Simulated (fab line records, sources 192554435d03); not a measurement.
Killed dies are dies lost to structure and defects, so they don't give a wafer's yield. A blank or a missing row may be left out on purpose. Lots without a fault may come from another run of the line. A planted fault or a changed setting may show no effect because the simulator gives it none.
fab line records | flow n5_finfet
record lots=11 wafers=33 last_day=18
route steps=1938 shown BEOL_M2@884 BEOL_M15@1820 MIM_TOP_ETCH@1853 PASS1_CAP@1873 PASSIVATION@1936
lots that met no fault: from a run of the same line without faults
start_h: hours from the record's first day to the start of the lot's first wafer shown | wait_h: hours since the lot's step before | " the same as in the row above | L1.1+2: a row that stands for several wafers | - no value, or no start given | * or withheld: withheld | < > ~ a bound
route shown NAME@n: a module of which the file shows steps, and the number in the route of the first | usual: mean/standard deviation of fault-free wafers | same: alike in all rows | chamber/n: place in a boat | sites: the reading at each site | _std_site: their standard deviation | _edge_site: outer sites' mean less inner sites' | radius_mm: how far each site lies from the wafer's centre | mask NAME#n: copy n | behind: the tool/chamber that last shaped the wafer | hold: why the lot was held/for how many hours/how that ended | device: the transistor (n, p or np) that didn't switch | end of line: the same wafers' tests at the end of the route | a step without rows: its recipe alone | killed: dies lost to structure and defects at the first sort, not the wafer's yield | map: a wafer's dies, x killed, . not, _ none there
set.NAME: the setting as run; set.NAME@STEP: as run at that earlier step | model.NAME: the simulator's own value behind a step, which no gauge read
steps of the route over a sample of lots; a table a step, a row a wafer
services: from which hour (start_h, from the record's first day; less than 0 if before it) a tool's chamber was out of use, for how many hours, and why
## steps
# step N5_BEOL_M2_ETCH_70
# recipe chemistry=N2/H2 target=SOC target_depth_a=800 overetch_a=240 mask_material=SiARC temp_c=40 time_s=130 ion_energy_ev=200 pressure_mtorr=30 source_w=840 bias_w=150 n2_flow_sccm=200 h2_flow_sccm=200
# usual drypump_motor_current_A=5.9/0.55 n2_flow_sccm=199.9/0.63 oes_product_au=0.55/0.034 rf_vpp_V=523.6/2.2 showerhead_plenum_p_Torr=2.53/0.078 throttle_valve_pct=17.8/0.31
# columns lot.wafer tool chamber start_h wait_h drypump_motor_current_A n2_flow_sccm oes_product_au rf_hours_counter_h rf_vpp_V showerhead_plenum_p_Torr throttle_valve_pct
L923.1 rie_diel-05 1 138.83 0.0 6.7 199.0 0.58 101 524.8 2.56 17.4
L923.4 " 2 " " 6.3 199.8 0.54 187 523.3 2.54 18.3
L923.6 " 2 " " 6.3 199.7 0.53 - 522.7 2.54 18.3
L924.3 rie_diel-06 2 144.31 0.0 4.9 199.9 0.52 196 525.5 2.63 18.2
L924.4 " 1 " " 5.5 199.0 0.53 - 521.1 2.43 18.2
L924.5 " 2 " " 4.9 199.5 0.52 - 526.1 2.63 18.2
L925.3 rie_diel-06 3 144.97 0.0 5.0 199.2 0.55 170 520.8 2.44 17.5
L925.4 " 1 " " 5.5 199.6 0.54 - 520.5 2.43 18.2
L925.6 " 2 " " 4.9 201.1 0.51 - 528.9 2.63 18.2
L927.2 rie_diel-02 2 160.17 0.0 6.1 200.3 0.58 104 524.1 2.57 17.8
L927.4 " 3 " " 5.7 201.3 0.53 197 524.1 2.50 17.9
L927.6 " 1 " " 6.7 198.8 0.61 - 527.7 2.67 17.3
L928.1 rie_diel-02 2 164.35 0.0 6.1 199.8 0.58 105 524.5 2.57 17.8
L928.2 " 1 " " 6.7 201.3 0.61 74 527.0 2.67 17.3
L928.4 " 0 " " 5.7 199.7 0.58 142 525.8 2.53 17.7
L929.1 rie_diel-02 2 170.59 0.0 6.1 200.1 0.58 108 524.1 2.57 17.8
L929.3 " 3 " " 5.7 199.9 0.54 201 522.6 2.50 17.9
L929.6 " 1 " " 6.7 200.2 0.61 - 528.7 2.67 17.3
L934.2 rie_diel-02 2 197.17 0.0 6.1 200.6 0.57 117 523.7 2.56 17.8
L934.4 " 1 " " 6.7 200.8 0.60 86 527.4 2.67 17.3
L934.5 " 3 " " 5.7 200.8 0.52 - 522.9 2.50 17.9
L935.1 rie_diel-02 0 207.93 0.0 5.7 200.3 0.57 157 522.3 2.53 17.8
L935.3 " 1 " " 6.7 200.1 0.60 89 527.7 2.67 17.3
L935.5 " 2 " " 6.1 198.9 0.57 - 524.5 2.56 17.8
L943.1 rie_diel-02 3 266.96 0.0 5.7 199.0 0.52 235 523.1 2.49 17.9
L943.4 " 2 " " 6.1 200.9 0.56 142 523.8 2.55 17.9
L943.6 " 0 " " 5.7 200.1 0.56 - 523.4 2.52 17.8
L945.2 rie_diel-02 2 275.13 0.0 6.1 199.4 0.55 144 523.7 2.55 17.9
L945.4 " 3 " " 5.8 200.4 0.51 236 522.7 2.49 17.9
L945.6 " 2 " " 6.1 199.5 0.55 - 523.7 2.55 17.9
L946.1 rie_diel-02 1 294.91 0.0 6.7 200.3 0.57 120 527.5 2.65 17.4
L946.5 " 3 " " 5.7 200.4 0.51 - 521.4 2.49 18.0
L946.6 " 1 " " 6.7 200.0 0.58 - 526.3 2.65 17.4
# step N5_BEOL_M15_SPUTTER_44
# recipe material=Ta target_thk_a=150 temp_c=50 bias_v=80 power_w=15000 chamber_pressure_pa=0.07 time_s=24.19
# usual bias_v=80.0/0.81 throttle_valve_pct=30.0/1
# columns lot.wafer tool chamber start_h wait_h bias_v throttle_valve_pct
L923.1 pvd_sputter-02 - 258.02 0.0 79.8 29.7
L923.4 " - " " 79.9 31.7
L923.6 " - " " 79.2 28.5
L925.3 pvd_sputter-01 - 266.62 0.0 79.3 29.9
L925.4 " - " " 80.2 30.2
L925.6 " - " " 78.3 30.2
L924.3 pvd_sputter-03 - 266.67 0.0 79.7 30.3
L924.4 " - " " 81.0 30.3
L924.5 " - " " 79.3 30.4
L927.2 pvd_sputter-03 - 285.52 0.0 79.2 28.6
L927.4 " - " " 79.5 30.2
L927.6 " - " " 78.8 29.9
L928.1 pvd_sputter-02 - 294.01 0.0 80.2 28.4
L928.2 " - " " 79.2 29.7
L928.4 " - " " 79.9 31.5
L929.1 pvd_sputter-02 - 320.12 0.0 80.5 30.0
L929.3 " - " " 78.6 28.2
L929.6 " - " " 81.0 29.9
L934.2 pvd_sputter-03 - 343.14 0.0 79.6 31.0
L934.4 " - " " 79.5 30.1
L934.5 " - " " 79.4 31.5
L935.1 pvd_sputter-03 - 353.40 0.0 78.9 28.7
L935.3 " - " " 79.7 30.2
L935.5 " - " " 79.6 30.3
L943.1 pvd_sputter-03 - 386.95 0.0 79.8 31.4
L943.4 " - " " 79.3 30.0
L943.6 " - " " 79.4 31.3
L945.2 pvd_sputter-03 - 401.54 0.0 79.7 31.2
L945.4 " - " " 80.1 30.2
L945.6 " - " " 80.5 30.0
L946.1 pvd_sputter-01 - 416.53 0.0 79.6 30.0
L946.5 " - " " 80.3 32.0
L946.6 " - " " 78.8 29.7
# step N5_MIM_TOP_ETCH_PECVD_03
# recipe material=SiNx target_thk_a=200 temp_c=400 precursor=SiH4/NH3/N2 pressure_torr=1.5 rf_w=300 time_s=17.6
# usual heater_power_outer_w=443/69 heater_power_w=740/100 showerhead_plenum_p_Torr=5.17/0.075 throttle_valve_pct=39.1/1.5
# columns lot.wafer tool chamber start_h wait_h heater_power_outer_w heater_power_w showerhead_plenum_p_Torr throttle_valve_pct
L923.1 pecvd-03 0 262.41 - 575 929 5.26 39.4
L923.4 " 2 " " 449 750 5.02 38.1
L923.6 " 1 " " 538 847 5.18 42.0
L925.3 pecvd-04 2 271.88 - 525 798 5.13 38.7
L925.4 " 0 " " 337 586 5.26 40.6
L925.6 " 1 " " 424 724 5.18 37.5
L924.3 pecvd-01 0 272.14 - 413 736 5.23 39.6
L924.4 " 1 " " 402 682 5.07 38.7
L924.5 " 2 " " 474 819 5.19 36.3
L927.2 pecvd-04 2 289.28 - 505 742 5.13 38.8
L927.4 " 0 " " 370 607 5.26 40.4
L927.6 " 1 " " 419 724 5.17 37.5
L928.1 pecvd-01 0 300.14 - 518 879 5.24 39.9
L928.2 " 2 " " 420 763 5.19 36.1
L928.4 " 1 " " 374 659 5.07 39.1
L929.1 pecvd-01 0 326.09 - 500 848 5.24 40.2
L929.3 " 2 " " 455 835 5.19 36.7
L929.6 " 2 " " 453 830 5.20 36.7
L934.2 pecvd-01 0 349.48 - 496 872 5.22 40.0
L934.4 " 1 " " 347 617 5.08 38.8
L934.5 " 2 " " 464 848 5.19 36.5
L935.1 pecvd-03 0 360.25 - 543 859 5.27 39.8
L935.3 " 1 " " 544 869 5.18 41.9
L935.5 " 1 " " 547 873 5.18 41.9
L943.1 pecvd-03 1 394.89 - 469 769 5.19 42.0
L943.4 " 0 " " 591 941 5.27 39.5
L943.6 " 1 " " 475 790 5.19 41.8
L945.2 pecvd-04 2 409.03 - 507 799 5.12 39.4
L945.4 " 0 " " 370 612 5.26 40.7
L945.6 " 1 " " 333 611 5.19 37.3
L946.1 pecvd-04 0 422.21 - 302 542 5.26 40.5
L946.5 " 1 " " 423 722 5.20 37.5
L946.6 " 2 " " 531 818 5.13 39.5
# step N5_PASSIVATION_PECVD_55
# recipe material=SiO2 target_thk_a=4000 temp_c=400 precursor=SiH4/N2O pressure_torr=2.7 rf_w=608 time_s=22.5
# usual heater_power_outer_w=392/57 heater_power_w=683/99 showerhead_plenum_p_Torr=8.17/0.12 throttle_valve_pct=50.7/2.1
# columns lot.wafer tool chamber start_h wait_h heater_power_outer_w heater_power_w showerhead_plenum_p_Torr throttle_valve_pct
L923.1 pecvd-03 1 263.99 0.0 462 772 8.23 54.5
L923.4 " 1 " " 460 763 8.24 54.2
L923.6 " 2 " " 360 633 7.99 49.6
L925.3 pecvd-03 1 273.34 0.0 474 807 8.26 54.7
L925.4 " 0 " " 473 766 8.35 50.9
L925.6 " 1 " " 362 626 8.24 54.4
L924.3 pecvd-01 2 273.59 0.0 417 762 8.25 46.7
L924.4 " 1 " " 325 588 8.06 50.2
L924.5 " 0 " " 378 681 8.32 51.8
L927.2 pecvd-01 2 290.61 0.0 380 697 8.22 46.8
L927.4 " 0 " " 393 718 8.32 51.4
L927.6 " 2 " " 394 724 8.24 47.0
L928.1 pecvd-01 2 301.68 0.0 426 774 8.26 46.9
L928.2 " 0 " " 364 653 8.34 51.7
L928.4 " 2 " " 309 619 8.25 46.9
L929.1 pecvd-02 0 327.54 0.0 382 590 8.12 48.2
L929.3 " 2 " " 431 763 8.07 51.3
L929.6 " 0 " " 287 472 8.11 48.0
L934.2 pecvd-03 0 350.93 0.0 447 754 8.36 51.2
L934.4 " 0 " " 461 776 8.34 51.3
L934.5 " 1 " " 441 718 8.24 54.3
L935.1 pecvd-03 0 361.89 0.0 455 774 8.36 51.4
L935.3 " 1 " " 476 766 8.20 54.3
L935.5 " 2 " " 338 580 7.98 50.0
L943.1 pecvd-01 2 396.34 0.0 426 774 8.24 47.5
L943.4 " 0 " " 420 759 8.31 52.5
L943.6 " 1 " " 290 516 8.07 49.8
L945.2 pecvd-02 2 410.37 0.0 371 677 8.08 51.9
L945.4 " 2 " " 388 679 8.07 51.8
L945.6 " 1 " " 435 827 8.25 52.2
L946.1 pecvd-02 2 424.36 0.0 406 712 8.07 51.6
L946.5 " 2 " " 423 732 8.06 51.7
L946.6 " 0 " " 367 561 8.13 48.0
# step N5_PASSIVATION_PROBE_49
# usual defect_limited_yield=91.4/1.5 killed_at_M0_to_M3=33/11 killed_at_M4_up=14/5.3 killed_at_contacts=13/6.2 killed_at_front_end=39/13 killed_at_other=3.1/2.8 killed_dies=102/17 killed_open=68/13 killed_short=32/7.8 sort_bin_5_function=5.1/0.95 sort_bin_6_memory=3.2/0.7 sort_bin_8_speed=0.02/0.16 sort_n_pass=1078/18 sort_yield_pct=91.3/1.5
# same gross_dies=1180 killed_at_back_side=0 sort_bin_4_leakage[%]=0
# columns lot.wafer tool chamber start_h wait_h defect_limited_yield[%] killed_at_M0_to_M3 killed_at_M4_up killed_at_contacts killed_at_front_end killed_at_other killed_dies killed_open killed_short sort_bin_5_function[%] sort_bin_6_memory[%] sort_bin_8_speed[%] sort_n_pass sort_yield_pct[%]
L934.2 prober-02 - 359.19 0.1 78.5 186 7 18 36 7 254 65 32 12.8 4.7 0 926 78.5
L934.4 prober-02 - 359.29 0.2 79.4 169 11 16 44 3 243 57 27 13.1 3.3 0 937 79.4
L934.5 prober-02 - 359.34 0.2 81.4 154 12 20 34 0 220 60 19 10.3 4.1 0 960 81.4
L935.1 prober-01 - 371.70 0.0 86.2 105 19 6 27 6 163 50 23 7.9 3.1 0 1017 86.2
L935.3 prober-01 - 371.80 0.1 78.8 179 21 5 44 1 250 64 33 11.4 5.3 0 930 78.8
L935.5 prober-01 - 371.90 0.2 79.1 189 16 3 32 7 247 59 35 12.0 4.1 0 933 79.1
# killed by level:class
L934.2 BEOL_M2:unspecified=157 MOL_CONTACT_COAG:geometric_particle:open=13 BEOL_M2:geometric_particle:open=9 STI_FIN_REVEAL:geometric_particle:open=7 BEOL_M0_SAQP:geometric_particle:short=6 MOL_CONTACT_COAG:geometric_particle:short=5 BEOL_M0:geometric_particle:open=5 PAD_METAL:geometric_particle:open=5
L934.4 BEOL_M2:unspecified=156 MOL_CONTACT_COAG:geometric_particle:open=14 STI_FIN_REVEAL:geometric_particle:open=11 FIN_SAQP:geometric_particle:short=7 DUMMY_GATE:geometric_particle:open=4 BEOL_M3:geometric_particle:open=4 FIN_SAQP:geometric_particle:open=3 STI_FIN_REVEAL:geometric_particle:short=3
L934.5 BEOL_M2:unspecified=140 MOL_CONTACT_COAG:geometric_particle:open=16 FIN_SAQP:geometric_particle:open=8 BEOL_M3:geometric_particle:open=7 STI_FIN_REVEAL:geometric_particle:open=5 DUMMY_GATE:geometric_particle:open=4 MOL_CONTACT_COAG:geometric_particle:short=4 BEOL_M2:geometric_particle:open=4
L935.1 BEOL_M2:unspecified=87 BEOL_M4:geometric_particle:open=14 FIN_SAQP:geometric_particle:open=9 FIN_SAQP:geometric_particle:short=5 BEOL_M1:geometric_particle:short=5 MOL_CONTACT_COAG:geometric_particle:open=4 BEOL_M1:geometric_particle:open=4 BEOL_M0:geometric_particle:open=3
L935.3 BEOL_M2:unspecified=151 FIN_SAQP:geometric_particle:open=14 BEOL_M4:geometric_particle:open=13 FIN_SAQP:geometric_particle:short=11 BEOL_M2:geometric_particle:open=7 BEOL_M0_SAQP:geometric_particle:short=5 BEOL_M1:geometric_particle:open=4 BEOL_M3:geometric_particle:open=4
L935.5 BEOL_M2:unspecified=153 BEOL_M4:geometric_particle:open=12 BEOL_M1:geometric_particle:open=11 BEOL_M0_SAQP:geometric_particle:open=7 FIN_SAQP:geometric_particle:open=6 DUMMY_GATE:geometric_particle:open=5 BEOL_M0_SAQP:geometric_particle:short=5 FIN_SAQP:geometric_particle:short=4
## services
# columns tool chamber start_h hours kind
pvd_sputter-02 - 115.86 8.0 repair
pecvd-02 0 120.54 5.8 repair
rie_diel-06 2 122.85 3.9 repair
pecvd-03 1 125.33 9.7 repair
rie_diel-06 0 138.95 18.3 repair
rie_diel-05 - 146.10 14.6 pm
pecvd-04 - 172.67 5.6 repair
pecvd-01 - 190.66 14.6 pm
pvd_sputter-02 - 197.53 7.5 repair
rie_diel-02 - 212.23 1.0 repair
pecvd-03 0 222.15 4.3 repair
rie_diel-06 - 227.77 0.4 repair
pecvd-03 - 250.63 0.8 pm
pecvd-04 0 281.77 3.5 repair
pecvd-02 - 282.92 1.1 repair
rie_diel-02 0 294.09 10.7 repair
pecvd-04 - 299.57 1.2 repair
rie_diel-06 1 306.01 2.9 repair
pecvd-03 - 346.25 0.7 repair
pecvd-04 - 366.38 0.9 repair
pecvd-02 - 368.91 5.5 pm
pvd_sputter-03 - 393.82 0.9 repair
rie_diel-02 0 399.87 14.4 repair
pecvd-01 - 417.93 0.3 repair
## key
first_sign step=N5_PASSIVATION_PROBE_49 reading=killed_at_M0_to_M3 direction=up sigmas=12 usual=33 struck=164
effect step=N5_PASSIVATION_PROBE_49 reading=defect_limited_yield direction=down sigmas=7.3 usual=91.4 struck=80.6
more_kills_born_at N5_BEOL_M2_ETCH_70@rie_diel-02=844
met_at N5_BEOL_M2_ETCH_70
struck_lots L934,L935
not_acting_at N5_BEOL_M15_SPUTTER_44,N5_MIM_TOP_ETCH_PECVD_03,N5_PASSIVATION_PECVD_55
onset_between 170.59 197.17
fault kind=chamber_particle_source tool=rie_diel-02 chamber=- onset_h=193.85 steps=N5_BEOL_M2_ETCH_70 rate_per_visit_cm2=1.9515 end_h=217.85
